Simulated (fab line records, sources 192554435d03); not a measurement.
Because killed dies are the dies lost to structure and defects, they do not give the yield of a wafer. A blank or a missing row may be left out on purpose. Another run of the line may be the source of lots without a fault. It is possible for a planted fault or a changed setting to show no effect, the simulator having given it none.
Matching of chambers | flow n5Finfet | 3 sister chambers for N5_BEOL_M8_CURE_75 on uvCure-02
The step cures SiCOH lowk, time 120 s. 3 wafers are shown with their chamber, then 8 later ones without.

## WAFERS, EACH WITH ITS CHAMBER
wafer  | chamber | wafer_temp_C_max
L088.6 | 1       | 371.0
L087.6 | 0       | 371.9
L091.3 | 2       | 370.9

## WAFERS MISSING THEIR CHAMBER
wafer  | wafer_temp_C_max
L091.4 | 371.1
L091.6 | 371.4
L092.4 | 371.7
L092.5 | 372.3
L092.6 | 372.2
L094.1 | 371.4
L094.2 | 371.1
L094.3 | 371.1

## EACH ONE'S CHAMBER
wafer  | from the rows above          | in truth
L091.4 | can't be placed: 1 or 2      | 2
L091.6 | can't be placed: 1 or 0 or 2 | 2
L092.4 | can't be placed: 0 or 1      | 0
L092.5 | 0                            | 0
L092.6 | 0                            | 0
L094.1 | can't be placed: 1 or 0 or 2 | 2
L094.2 | can't be placed: 1 or 2      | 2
L094.3 | can't be placed: 1 or 2      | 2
2 of 8 placed correctly. Cannot be placed on the basis of these rows: 6; the candidates contain the true chamber in 6. Number placed wrongly: 0.
How it was worked out, from the rows above alone: a wafer's distance from a chamber is the root of the sum, over the readings, of the square of ((its reading less the chamber's mean) divided by the reading's scatter). If the next closest chamber is less than 2 further off than the closest, the wafer can't be placed; otherwise it belongs to the closest. For every chamber, the mean is computed from those of its wafers that are shown. The scatter (one wafer shown for each chamber): square how far every hidden wafer sits from the nearest shown wafer, average those squares and take the square root.
